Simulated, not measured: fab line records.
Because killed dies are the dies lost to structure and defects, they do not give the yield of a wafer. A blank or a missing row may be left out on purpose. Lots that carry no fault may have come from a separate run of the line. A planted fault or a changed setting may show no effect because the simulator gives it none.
Chamber matching | flow n5-finfet | cmp-03 running N5_BEOL_M4_CMP_52: 4 sister chambers
The step polishes, stops on SiOC, t overpolish 6.8 s, target thk 40 nm. 18 wafers are shown with their chamber, then 9 later ones without.

== WAFERS, EACH WITH ITS CHAMBER ==
wafer  | chamber | motor-current-A (A) | time-to-endpoint-s (s) | overpolish-run-s (s)
L075.3 | 2       | 6.6                 | 65                     | 6.802
L075.5 | 0       | 5.5                 | 57                     | 6.778
L075.6 | 3       | 5.5                 | 60                     | 6.799
L081.2 | 1       | 5.4                 | 59                     | 6.779
L081.4 | 0       | 5.3                 | 57                     | 6.790
L081.6 | 3       | 5.9                 | 57                     | 6.798
L083.4 | 0       | 4.9                 | 60                     | 6.787
L083.5 | 2       | 6.4                 | 63                     | 6.807
L083.6 | 3       | 5.8                 | 57                     | 6.788
L085.2 | 0       | 5.2                 | 60                     | 6.788
L085.3 | 2       | 6.2                 | 63                     | 6.804
L085.6 | 1       | 5.2                 | 58                     | 6.786
L086.1 | 1       | 5.3                 | 59                     | 6.796
L086.2 | 2       | 6.4                 | 65                     | 6.797
L086.4 | 3       | 5.3                 | 58                     | 6.810
L087.2 | 2       | 6.2                 | 66                     | 6.806
L087.3 | 1       | 5.4                 | 59                     | 6.812
L087.6 | 0       | 5.3                 | 59                     | 6.790

SIGNATURES, as means of the wafers listed above
reading            | chamber 0 | chamber 1 | chamber 2 | chamber 3 | scatter within a chamber
motor-current-A    | 5.240     | 5.325     | 6.360     | 5.625     | 0.2
time-to-endpoint-s | 58.60     | 58.75     | 64.40     | 58.00     | 1.29
overpolish-run-s   | 6.78660   | 6.79325   | 6.80320   | 6.79875   | 0.00853
Rule: a wafer lies at a distance from a chamber equal to the root of the sum of squares, over the readings, of (its reading less the chamber's mean, divided by the reading's scatter). The wafer belongs to the nearest chamber; if the next one is less than 2 further off, it can't be placed. How the scatter is found: for the shown wafers, subtract from each reading the mean of its chamber, square and add these, divide the total by (wafers less chambers), then take the root.

== WAFERS WITHOUT THEIR CHAMBER ==
wafer  | motor-current-A (A) | time-to-endpoint-s (s) | overpolish-run-s (s)
L090.1 | 5.1                 | 61                     | 6.795
L090.4 | 5.3                 | 58                     | 6.795
L090.6 | 5.2                 | 58                     | 6.780
L088.1 | 6.5                 | 68                     | 6.786
L088.2 | 5.8                 | 64                     | 6.807
L088.4 | 5.3                 | 62                     | 6.795
L093.1 | 5.4                 | 63                     | 6.784
L093.5 | 5.0                 | 64                     | 6.807
L093.6 | 5.5                 | 64                     | 6.806

== CHAMBER TAKEN BY EACH ==
wafer  | from the rows above               | in truth
L090.1 | can't be placed: 1 or 0 or 3      | 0
L090.4 | can't be placed: 1 or 0 or 3      | 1
L090.6 | can't be placed: 0 or 1           | 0
L088.1 | 2                                 | 2
L088.2 | can't be placed: 2 or 3           | 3
L088.4 | can't be placed: 1 or 0 or 3      | 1
L093.1 | can't be placed: 1 or 0 or 3 or 2 | 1
L093.5 | can't be placed: 1 or 0 or 3      | 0
L093.6 | can't be placed: 2 or 1 or 3 or 0 | 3
Placed correctly: 1 of 9. From these rows, 8 cannot be placed; in 8 the true chamber is one of the candidates. Number placed wrongly: 0.
